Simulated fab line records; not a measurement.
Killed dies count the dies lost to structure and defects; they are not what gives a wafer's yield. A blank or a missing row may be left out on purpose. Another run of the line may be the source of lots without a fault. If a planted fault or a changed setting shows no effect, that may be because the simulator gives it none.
Split-lot experiment ; flow n5-finfet ; 7 lots, 21 wafers read, on a route of 1938 steps

## ABOUT THE SPLIT
At N5_SD_EPI_P_PEB_07 (peb time 60 s), the setting peb-time-s was moved away from the recipe's 60 s on 3 of the 21 wafers read, by -20.6% to +12.7%. This setting was run at the recipe's value on the other wafers.

## THE PATH FROM SPLIT TO READING: the file shows 1 step between them
- N5_SD_EPI_P_DEVELOP_08: develop time 30 s

## THE READING
cd-nm at N5_SD_EPI_P_CD_MEAS_09, given in nm (cd target 240 nm). Fault-free wafers of this fab line usually give 240.1 nm, standard deviation 0.61 nm.

wafer;tool, chamber at the split;peb-time-s as run, s;against the recipe;cd-nm, nm;against lot-mates on the recipe
L074.2;litho-track-04, 0;60;recipe;240.2;-
L074.3;litho-track-04, 0;60;recipe;240.6;-
L074.6;litho-track-04, 0;60;recipe;240.4;-
L081.3;litho-track-05, 0;60;recipe;240.0;-
L081.4;litho-track-05, 0;60;recipe;239.4;-
L081.6;litho-track-05, 0;67.48;+12.5%;244.0;+4.3
L084.1;litho-track-01, 0;60;recipe;239.7;-
L084.3;litho-track-01, 0;60;recipe;239.9;-
L084.4;litho-track-01, 0;60;recipe;239.1;-
L087.1;litho-track-01, 0;60;recipe;239.2;-
L087.2;litho-track-01, 0;60;recipe;239.5;-
L087.5;litho-track-01, 0;60;recipe;239.7;-
L090.2;litho-track-05, 0;47.67;-20.6%;231.9;-8.3
L090.5;litho-track-05, 0;60;recipe;240.3;-
L090.6;litho-track-05, 0;60;recipe;240.2;-
L091.1;litho-track-04, 0;60;recipe;240.0;-
L091.3;litho-track-04, 0;60;recipe;239.9;-
L091.6;litho-track-04, 0;67.64;+12.7%;243.5;+3.6
L093.2;litho-track-04, 0;60;recipe;239.9;-
L093.3;litho-track-04, 0;60;recipe;240.2;-
L093.4;litho-track-04, 0;60;recipe;240.2;-

THE FIT
A straight line over all 21 wafers: cd-nm changes by +0.354 nm for each +1% of peb-time-s; r = +0.98; the points scatter about the line by 0.47 nm.
The same after taking each lot's own level away (the mean of its wafers on the recipe; 21 wafers): +0.366 nm for each +1%; r = +0.99; scatter 0.37 nm.
Per that fit: largest peb-time-s move, reading shift of 7.5 nm.
Across the lots, their own levels run from 239.47 to 240.40 nm, a range of 1.5 times the standard deviation given above.
The two slopes are in agreement: the lot-to-lot level therefore moves the slope only a little.
Check: with one of the wafers moved furthest among these (-20.6%) left out of the fit, the line predicts -6.39 nm for it against its lot-mates. Against them it came out at -8.35 nm.

## THE WHOLE CHAIN: every reading that the file lists as answering this split, in the file's order
step;what it does;reading;change (the file's fit);r (the file's)
N5_SD_EPI_P_CD_MEAS_09;target cd 240 nm;cd-nm;+0.362 nm for each +1% of the setting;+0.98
N5_SD_EPI_P_DESCUM_14;chemistry O2, time 7.9 s;SD_EPI_P.cd-nm (the simulator's own value, which no gauge read);+0.397 nm for each +1% of the setting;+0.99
N5_SD_EPI_P_ETCH_36;etches SiARC in CF4, target depth 45.5 nm, time 75.8 s;SD_EPI_P.cd-nm (the simulator's own value, which no gauge read);+0.361 nm for each +1% of the setting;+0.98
N5_SD_EPI_P_ETCH_37;etches SOC in N2/H2, overetch 108 nm, time 486 s;SD_EPI_P.cd-nm (the simulator's own value, which no gauge read);+0.35 nm for each +1% of the setting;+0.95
N5_SD_EPI_P_ETCH_47;etches SiOCN in CH3F/O2, target depth 25 nm;SD_EPI_P.cd-nm (the simulator's own value, which no gauge read);+0.344 nm for each +1% of the setting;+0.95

## FILE'S OWN FIT
cd-nm changes by +0.362 nm for each +1% of peb-time-s, r = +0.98.
